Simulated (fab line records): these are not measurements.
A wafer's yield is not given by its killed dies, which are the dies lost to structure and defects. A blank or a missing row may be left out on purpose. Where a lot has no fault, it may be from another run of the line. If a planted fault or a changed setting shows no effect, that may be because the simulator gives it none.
Problem report, 8D (eight disciplines) form, completed by code	flow nand-harc	the parts of the form that need people (team, actions taken, sign-off) are left out

== 1. WHAT IS WRONG ==
oes-product-au at NHARC_P_BONDPAD_ETCH_24 reads a mean of 0.817 a.u. on 2 wafers of 1 lot; wafers without a fault read 0.999 a.u. with a standard deviation of 0.011. That puts it -17 standard deviations away from the usual mean.
The step: etches the open film in CF4/N2, target depth 30 nm, time 72.99 s.
The first sign was on wafer L902.3 at day 13 09:28, on rie-diel-05. The record holds 15 wafers of 5 lots with a number at this step. Rule for "out" (also "out of limits"): further than 4 standard deviations from the usual mean. All remaining wafers that have a number are taken as sound.

== 2. WHAT IT IS, AND WHAT IT ISN'T ==
question	is	is not
which readings at this step	oes-product-au	bias-w, drypump-motor-current-A, rf-vpp-V, showerhead-plenum-p-Torr, throttle-valve-pct
which lots	L902	L886, L897, L899, L907
which wafers of those lots	L902.3, L902.6	L902.1
read on which tools	rie-diel-05	rie-diel-02, rie-diel-08
when	from day 13 09:28	up to then (10 sound wafers); but 3 sound wafers of L907 came after

== 3. SUSPECTS, AND WHAT RULES EACH OUT ==
Counting: any tool at a process step up to the reading remains a suspect provided it ran every lot that is out. Sound lots after the first of them don't rule it out here, since some wafers of a struck lot are sound.
- rie-diel-08 at NHARC_P_BONDPAD_DESCUM_11 (chemistry O2, time 3 s): kept. The lot that is out, L902, ran on it at day 13 08:56; the last sound lot it ran before that was L897, at day 11 04:14.
- rie-diel-08 at NHARC_P_BONDPAD_ETCH_37 (etches the open film in N2/H2, target depth 60 nm, overetch 18 nm, time 65.91 s): kept. The lot that is out, L902, ran on it at day 13 09:00; the last sound lot it ran before that was L897, at day 11 04:19.
- rie-diel-08 at NHARC_P_BONDPAD_ETCH_12 (etches the open film in CHF3/O2, target depth 200 nm, time 100 s): kept. The lot that is out, L902, ran on it at day 13 09:14; the last sound lot it ran before that was L897, at day 11 04:32. Because NHARC_P_BONDPAD_ETCH_12 lacks a start for some lots, the hours and order of its lots are taken from NHARC_P_BONDPAD_CD_MEAS_13.
- rie-diel-05 at NHARC_P_BONDPAD_STRIP_15 (strips in O2): kept. The lot that is out, L902, ran on it at day 13 09:19; the last sound lot it ran before that was L897, at day 11 04:38.
- rie-diel-05 at NHARC_P_BONDPAD_ETCH_24 (etches the open film in CF4/N2, target depth 30 nm, time 72.99 s): kept. The lot that is out, L902, ran on it at day 13 09:28; the last sound lot it ran before that was L897, at day 11 04:46. Its own oes-product-au readings are out on those wafers.
- Within rie-diel-08 at NHARC_P_BONDPAD_DESCUM_11: the wafers that are out ran in chambers 1, 3; their sound lot-mates ran in chamber 0.
- At NHARC_P_BONDPAD_ETCH_37 on rie-diel-08, chamber 1 took the sound wafers of the same lots and chamber 2 took the wafers that are out.
- Within rie-diel-05 at NHARC_P_BONDPAD_STRIP_15: the wafers that are out ran in chambers 0, 1; their sound lot-mates ran in chamber 2.
- Within rie-diel-05 at NHARC_P_BONDPAD_ETCH_24: the wafers that are out ran in chambers 0, 3; their sound lot-mates ran in chamber 1.
Left after counting: rie-diel-08 at NHARC_P_BONDPAD_DESCUM_11, rie-diel-08 at NHARC_P_BONDPAD_ETCH_37, rie-diel-08 at NHARC_P_BONDPAD_ETCH_12, rie-diel-05 at NHARC_P_BONDPAD_STRIP_15, rie-diel-05 at NHARC_P_BONDPAD_ETCH_24.

== 4. THE CAUSE (what the simulator had put in) ==
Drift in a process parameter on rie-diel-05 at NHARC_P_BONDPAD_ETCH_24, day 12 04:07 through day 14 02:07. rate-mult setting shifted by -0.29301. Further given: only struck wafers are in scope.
Counting left 5 suspects, and this tool is among them.

== 5. SEQUENCE OF EFFECTS, ordered by route ==
Each row: a reading whose mean over the struck wafers that have a number lies more than 3 standard deviations from the usual. Only readings for which the record gives a usual standard deviation are gone through. hours: the time from each lot's start at the first step in this table that gives one to its start at this step, as a median over the lots. sigmas: the change in usual standard deviations.
hours	step	reading	usual	on struck wafers	change	sigmas
0	NHARC_P_BONDPAD_ETCH_24	oes-product-au	0.999 a.u.	0.817	-0.182	-17
The process steps in it:
- NHARC_P_BONDPAD_ETCH_24: etches the open film in CF4/N2, target depth 30 nm, time 72.99 s.

== 6. WHAT WOULD HAVE CAUGHT IT SOONER ==
In this record no reading fell out of limits until day 13 09:28, 29 hours after the fault had begun at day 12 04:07.
